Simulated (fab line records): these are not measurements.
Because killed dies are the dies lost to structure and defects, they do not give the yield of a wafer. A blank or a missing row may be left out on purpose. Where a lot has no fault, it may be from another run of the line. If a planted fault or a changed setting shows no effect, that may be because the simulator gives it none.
Which tool did it? + flow nand-harc + 6 lots with 18 wafers sampled at 5 steps, on a route of 1159 steps

== WHAT THE GAUGES SHOWED, per wafer ==
NHARC_END_SORT_01.
| lot  | measured     | on        | killed-at-array |
|------|--------------|-----------|-----------------|
| L970 | day 20 20:02 | prober-01 | 11 11 9         |
| L972 | day 20 04:47 | prober-02 | 18 15 18        |
| L978 | day 21 10:00 | prober-02 | 32 24 25        |
| L985 | day 23 12:49 | prober-01 | 48 40 36        |
| L988 | day 24 14:32 | prober-02 | 25 27 27        |
| L992 | day 26 19:52 | prober-02 | 29 19 19        |

== EACH LOT AND THE TOOL THAT RAN IT (in order: tool; ch and the chambers of the sampled wafers; start) ==
| lot  | NHARC_A_STAIRCASE_ETCH_25                     | NHARC_A_STAIRCASE_DESCUM_186       | NHARC_A_STAIRCASE_TRIM_189         | NHARC_A_STAIRCASE_ETCH_199                    |
|------|-----------------------------------------------|------------------------------------|------------------------------------|-----------------------------------------------|
| L970 | rie-diel-12 ch 0,2, day 11 11:36 or earlier   | rie-diel-02 ch 0,3, day 11 11:36   | rie-diel-02 ch 1,2, day 11 11:59   | rie-diel-11 ch 0,1,3, day 20 20:02 or earlier |
| L972 | rie-diel-12 ch 1,2,3, day 11 16:04 or earlier | rie-diel-12 ch 0,1,3, day 11 16:04 | rie-diel-12 ch 2,3, day 11 16:27   | rie-diel-11 ch 1,3, day 20 04:47 or earlier   |
| L978 | rie-diel-12 ch 1,2,3, day 13 06:31 or earlier | rie-diel-11 ch 0,1,3, day 13 06:31 | rie-diel-11 ch 0,2,3, day 13 06:52 | rie-diel-02 ch 1,2,3, day 21 10:00 or earlier |
| L985 | rie-diel-02 ch 0,3, day 15 04:10 or earlier   | rie-diel-12 ch 0,1,3, day 15 04:10 | rie-diel-12 ch 2,3, day 15 04:29   | rie-diel-12 ch 0,1, day 23 12:49 or earlier   |
| L988 | rie-diel-11 ch 0,1, day 16 00:28 or earlier   | rie-diel-12 ch 0,1,3, day 16 00:28 | rie-diel-12 ch 0,1,2, day 16 00:55 | rie-diel-11 ch 1,2,3, day 24 14:32 or earlier |
| L992 | rie-diel-02 ch 0,1,2, day 16 23:31 or earlier | rie-diel-11 ch 0,1, day 16 23:31   | rie-diel-11 ch 0,2, day 17 00:38   | rie-diel-11 ch 0,1, day 26 19:52 or earlier   |
- NHARC_A_STAIRCASE_ETCH_25: etches the open film in C4F8/O2, target depth 100 nm, time 40.5 s.
- NHARC_A_STAIRCASE_DESCUM_186: chemistry O2, time 3 s.
- NHARC_A_STAIRCASE_TRIM_189: chemistry O2, time 211.2 s.
- NHARC_A_STAIRCASE_ETCH_199: etches the open film in C4F8/O2, target depth 100 nm, time 40.5 s.

== THE ANSWER, worked out from the rows above alone ==
Rule: the lots themselves supply what counts as usual. The widest of any qualifying gaps counts: lots, ordered by their means at a reading, are off when they make up no more than a third of the lots, leave a main group of 4 or more, and stand apart from it by 3 or more times the standard deviation of that group's means. Not used: any main group whose means are identical at the precision the tables above print for the reading. Also off: a lot with no number at a reading for which 4 or more lots have one. Where the step has rows for the other lots, those lots are counted as sound.
None of the lots is off at any reading shown; this tells nothing.

== WHAT WAS PUT IN BY THE SIMULATOR ==
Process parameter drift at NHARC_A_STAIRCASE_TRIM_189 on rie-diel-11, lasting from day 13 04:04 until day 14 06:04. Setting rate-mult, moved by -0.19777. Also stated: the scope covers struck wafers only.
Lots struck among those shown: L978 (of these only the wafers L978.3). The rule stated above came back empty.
